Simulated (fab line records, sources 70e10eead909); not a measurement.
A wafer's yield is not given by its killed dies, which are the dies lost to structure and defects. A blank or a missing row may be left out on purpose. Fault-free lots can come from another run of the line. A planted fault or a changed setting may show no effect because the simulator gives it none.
Which tool did it? :: flow nand_harc :: 39 wafers from 13 lots sampled at 5 of the route's 1159 steps

WHAT THE GAUGES SHOWED, per wafer
NHARC_A_BONDPAD_OVL_MEAS_35.
lot: L112
measured: day 18 02:06
on: overlay-02
overlay_x_nm (nm): -4 -3 -3
overlay_y_nm (nm): 4 4 4

lot: L110
measured: day 18 02:43
on: overlay-02
overlay_x_nm (nm): 2 2 2
overlay_y_nm (nm): 7 7 6

lot: L113
measured: day 18 11:05
on: overlay-01
overlay_x_nm (nm): 7 6 6
overlay_y_nm (nm): -1 -1 -1

lot: L114
measured: day 19 14:31
on: overlay-01
overlay_x_nm (nm): -11 -11 -11
overlay_y_nm (nm): 2 2 2

lot: L119
measured: day 19 19:29
on: overlay-01
overlay_x_nm (nm): 3 4 4
overlay_y_nm (nm): -16 -16 -16

lot: L115
measured: day 20 02:14
on: overlay-01
overlay_x_nm (nm): 0 0 0
overlay_y_nm (nm): -3 -2 -2

lot: L117
measured: day 20 04:48
on: overlay-02
overlay_x_nm (nm): -5 -5 -6
overlay_y_nm (nm): 8 8 8

lot: L118
measured: day 20 05:56
on: overlay-01
overlay_x_nm (nm): 4 5 4
overlay_y_nm (nm): -4 -4 -3

lot: L116
measured: day 20 10:21
on: overlay-02
overlay_x_nm (nm): -4 -3 -3
overlay_y_nm (nm): -4 -5 -5

lot: L121
measured: day 20 17:24
on: overlay-01
overlay_x_nm (nm): -6 -5 -6
overlay_y_nm (nm): -1 -1 -1

lot: L124
measured: day 22 03:30
on: overlay-02
overlay_x_nm (nm): -9 -9 -9
overlay_y_nm (nm): 12 11 11

lot: L129
measured: day 22 17:13
on: overlay-02
overlay_x_nm (nm): -9 -9 -9
overlay_y_nm (nm): -3 -3 -3

lot: L131
measured: day 24 01:05
on: overlay-01
overlay_x_nm (nm): 4 4 4
overlay_y_nm (nm): -1 -1 -1

NHARC_END_SORT_01.
lot: L124
measured: day 23 21:55
on: prober-01
killed_at_array: 111 140 110
killed_at_other: 0 0 0
killed_at_periphery: 3 2 0
killed_dies: 114 142 110
killed_open: 1 0 3
killed_short: 3 2 2

lot: L129
measured: day 24 08:17
on: prober-02
killed_at_array: 129 120 101
killed_at_other: 0 4 0
killed_at_periphery: 4 8 0
killed_dies: 133 132 101
killed_open: 3 2 3
killed_short: 1 2 2

EACH LOT AND THE TOOL THAT RAN IT (in order: tool; ch and the chambers of the sampled wafers; start)
lot: L112
NHARC_A_CONTACT_ETCH_124: har_cap_etch-02 ch 0, day 16 20:27
NHARC_A_BONDPAD_CMP_29: cmp-04 ch 1,3, day 18 01:10
NHARC_A_BONDPAD_ETCH_12: rie_diel-11 ch 1,2,3, no start

lot: L110
NHARC_A_CONTACT_ETCH_124: har_cap_etch-01 ch 0,1, day 17 00:17
NHARC_A_BONDPAD_CMP_29: cmp-04 ch 0,2,3, day 18 01:55
NHARC_A_BONDPAD_ETCH_12: rie_diel-03 ch 0,1,3, no start

lot: L113
NHARC_A_CONTACT_ETCH_124: har_cap_etch-01 ch 0,1, day 17 09:19
NHARC_A_BONDPAD_CMP_29: cmp-01 ch 0,1,2, day 18 10:21
NHARC_A_BONDPAD_ETCH_12: rie_diel-11 ch 0,2, no start

lot: L114
NHARC_A_CONTACT_ETCH_124: har_cap_etch-02 ch 0,1, day 18 07:48
NHARC_A_BONDPAD_CMP_29: cmp-01 ch 2,3, day 19 13:36
NHARC_A_BONDPAD_ETCH_12: rie_diel-11 ch 2,3, no start

lot: L119
NHARC_A_CONTACT_ETCH_124: har_cap_etch-03 ch 0,1, day 18 14:04
NHARC_A_BONDPAD_CMP_29: cmp-01 ch 1,2,3, day 19 18:37
NHARC_A_BONDPAD_ETCH_12: rie_diel-03 ch 1,3, no start

lot: L115
NHARC_A_CONTACT_ETCH_124: har_cap_etch-02 ch 0,1, day 18 20:07
NHARC_A_BONDPAD_CMP_29: cmp-01 ch 1,2,3, day 20 01:25
NHARC_A_BONDPAD_ETCH_12: rie_diel-03 ch 0,1,3, no start

lot: L117
NHARC_A_CONTACT_ETCH_124: har_cap_etch-02 ch 0,1, day 19 00:31
NHARC_A_BONDPAD_CMP_29: cmp-01 ch 0,2,3, day 20 03:54
NHARC_A_BONDPAD_ETCH_12: rie_diel-03 ch 0,3, no start

lot: L118
NHARC_A_CONTACT_ETCH_124: har_cap_etch-01 ch 0,1, day 19 02:22
NHARC_A_BONDPAD_CMP_29: cmp-01 ch 0,2, day 20 05:01
NHARC_A_BONDPAD_ETCH_12: rie_diel-03 ch 1,2, no start

lot: L116
NHARC_A_CONTACT_ETCH_124: har_cap_etch-03 ch 0,1, day 19 06:30
NHARC_A_BONDPAD_CMP_29: cmp-03 ch 0,2,3, day 20 09:28
NHARC_A_BONDPAD_ETCH_12: rie_diel-13 ch 0,2,3, no start

lot: L121
NHARC_A_CONTACT_ETCH_124: har_cap_etch-01 ch 0,1, day 19 14:39
NHARC_A_BONDPAD_CMP_29: cmp-01 ch 1,2,3, day 20 16:40
NHARC_A_BONDPAD_ETCH_12: rie_diel-03 ch 0,2, no start

lot: L124
NHARC_A_CONTACT_ETCH_124: har_cap_etch-01 ch 0,1, day 20 16:59
NHARC_A_BONDPAD_CMP_29: cmp-01 ch 0,1,2, day 22 02:43
NHARC_A_BONDPAD_ETCH_12: rie_diel-03 ch 0,1,2, day 23 21:55 or earlier

lot: L129
NHARC_A_CONTACT_ETCH_124: har_cap_etch-01 ch 0,1, day 21 07:12
NHARC_A_BONDPAD_CMP_29: cmp-03 ch 0,1,3, day 22 16:29
NHARC_A_BONDPAD_ETCH_12: rie_diel-13 ch 2,3, day 24 08:17 or earlier

lot: L131
NHARC_A_CONTACT_ETCH_124: har_cap_etch-03 ch 0,1, day 22 16:06
NHARC_A_BONDPAD_CMP_29: cmp-03 ch 0,1,2, day 24 00:19
NHARC_A_BONDPAD_ETCH_12: rie_diel-03 ch 0,1,3, no start
- NHARC_A_CONTACT_ETCH_124: etches the open film in C4F8/O2/Ar, time 140 s, target depth 700 nm.
- NHARC_A_BONDPAD_CMP_29: polishes SiCN, target thk 200 nm.
- NHARC_A_BONDPAD_ETCH_12: etches the open film in CHF3/O2, target depth 220 nm, time 110 s.

AS READ BY THE TOOLS THEMSELVES (means over the sampled wafers that have a number; for cases with no such wafer, the mark the record gives instead)
NHARC_A_BONDPAD_CMP_29.
lot: L112
tool: cmp-04
motor_current_A (A): 12.6

lot: L110
tool: cmp-04
motor_current_A (A): 12.0

lot: L113
tool: cmp-01
motor_current_A (A): 12.8

lot: L114
tool: cmp-01
motor_current_A (A): 12.2

lot: L119
tool: cmp-01
motor_current_A (A): 13.4

lot: L115
tool: cmp-01
motor_current_A (A): 13.3

lot: L117
tool: cmp-01
motor_current_A (A): 12.0

lot: L118
tool: cmp-01
motor_current_A (A): 11.8

lot: L116
tool: cmp-03
motor_current_A (A): 11.2

lot: L121
tool: cmp-01
motor_current_A (A): 13.7

lot: L124
tool: cmp-01
motor_current_A (A): 12.6

lot: L129
tool: cmp-03
motor_current_A (A): 11.3

lot: L131
tool: cmp-03
motor_current_A (A): 11.0

NHARC_A_BONDPAD_ETCH_12.
lot: L112
tool: rie_diel-11
drypump_motor_current_A (A): 5.9
oes_product_au (a.u.): 0.914
rf_vpp_V (V): 370.0
showerhead_plenum_p_Torr (Torr): 2.36
throttle_valve_pct (%): 20.565

lot: L110
tool: rie_diel-03
drypump_motor_current_A (A): 5.6
oes_product_au (a.u.): 0.960
rf_vpp_V (V): 371.8
showerhead_plenum_p_Torr (Torr): 2.45
throttle_valve_pct (%): 20.570

lot: L113
tool: rie_diel-11
drypump_motor_current_A (A): 5.2
oes_product_au (a.u.): 0.956
rf_vpp_V (V): 370.9
showerhead_plenum_p_Torr (Torr): 2.40
throttle_valve_pct (%): 20.572

lot: L114
tool: rie_diel-11
drypump_motor_current_A (A): 5.3
oes_product_au (a.u.): 0.914
rf_vpp_V (V): 369.4
showerhead_plenum_p_Torr (Torr): 2.33
throttle_valve_pct (%): 20.567

lot: L119
tool: rie_diel-03
drypump_motor_current_A (A): 5.3
oes_product_au (a.u.): 0.940
rf_vpp_V (V): 373.8
showerhead_plenum_p_Torr (Torr): 2.52
throttle_valve_pct (%): 20.576

lot: L115
tool: rie_diel-03
drypump_motor_current_A (A): 5.6
oes_product_au (a.u.): 0.968
rf_vpp_V (V): 372.1
showerhead_plenum_p_Torr (Torr): 2.45
throttle_valve_pct (%): 20.570

lot: L117
tool: rie_diel-03
drypump_motor_current_A (A): 5.8
oes_product_au (a.u.): 0.967
rf_vpp_V (V): 370.8
showerhead_plenum_p_Torr (Torr): 2.38
throttle_valve_pct (%): 20.574

lot: L118
tool: rie_diel-03
drypump_motor_current_A (A): 5.3
oes_product_au (a.u.): 0.973
rf_vpp_V (V): 373.8
showerhead_plenum_p_Torr (Torr): 2.49
throttle_valve_pct (%): 20.572

lot: L116
tool: rie_diel-13
drypump_motor_current_A (A): 6.1
oes_product_au (a.u.): 0.990
rf_vpp_V (V): 373.5
showerhead_plenum_p_Torr (Torr): 2.54
throttle_valve_pct (%): 20.564

lot: L121
tool: rie_diel-03
drypump_motor_current_A (A): 5.8
oes_product_au (a.u.): 0.923
rf_vpp_V (V): 368.6
showerhead_plenum_p_Torr (Torr): 2.35
throttle_valve_pct (%): 20.582

lot: L124
tool: rie_diel-03
drypump_motor_current_A (A): 5.5
oes_product_au (a.u.): 0.965
rf_vpp_V (V): 371.9
showerhead_plenum_p_Torr (Torr): 2.42
throttle_valve_pct (%): 20.570

lot: L129
tool: rie_diel-13
drypump_motor_current_A (A): 6.4
oes_product_au (a.u.): 0.936
rf_vpp_V (V): 374.3
showerhead_plenum_p_Torr (Torr): 2.55
throttle_valve_pct (%): 20.570

lot: L131
tool: rie_diel-03
drypump_motor_current_A (A): 5.6
oes_product_au (a.u.): 0.972
rf_vpp_V (V): 371.6
showerhead_plenum_p_Torr (Torr): 2.45
throttle_valve_pct (%): 20.574

THE ANSWER, worked out from the rows above alone
Rule: the lots themselves supply what counts as usual. Put in order of their means at a reading, lots are off if they are a third of the lots or fewer, leave a main group of 4 or more, and stand apart from it by a gap of 3 or more times the standard deviation of the main group's means; of several such gaps the widest counts. The tables above print the reading to a certain number of digits; a main group whose means all agree to those digits is not used. A lot without any number at a reading at which 4 lots or more have one is off too. Where the step has rows for the other lots, those lots are counted as sound. The gauges are gone through in route order, then the tools' own readings, and for those a lot's mean is taken as printed above. The first step at which some lot is off is used, and at that step the reading that is off furthest; a lot without a number counts as furthest.
Nothing can be told from this: no lot is off at any reading shown.

WHAT THE SIMULATOR PUT IN
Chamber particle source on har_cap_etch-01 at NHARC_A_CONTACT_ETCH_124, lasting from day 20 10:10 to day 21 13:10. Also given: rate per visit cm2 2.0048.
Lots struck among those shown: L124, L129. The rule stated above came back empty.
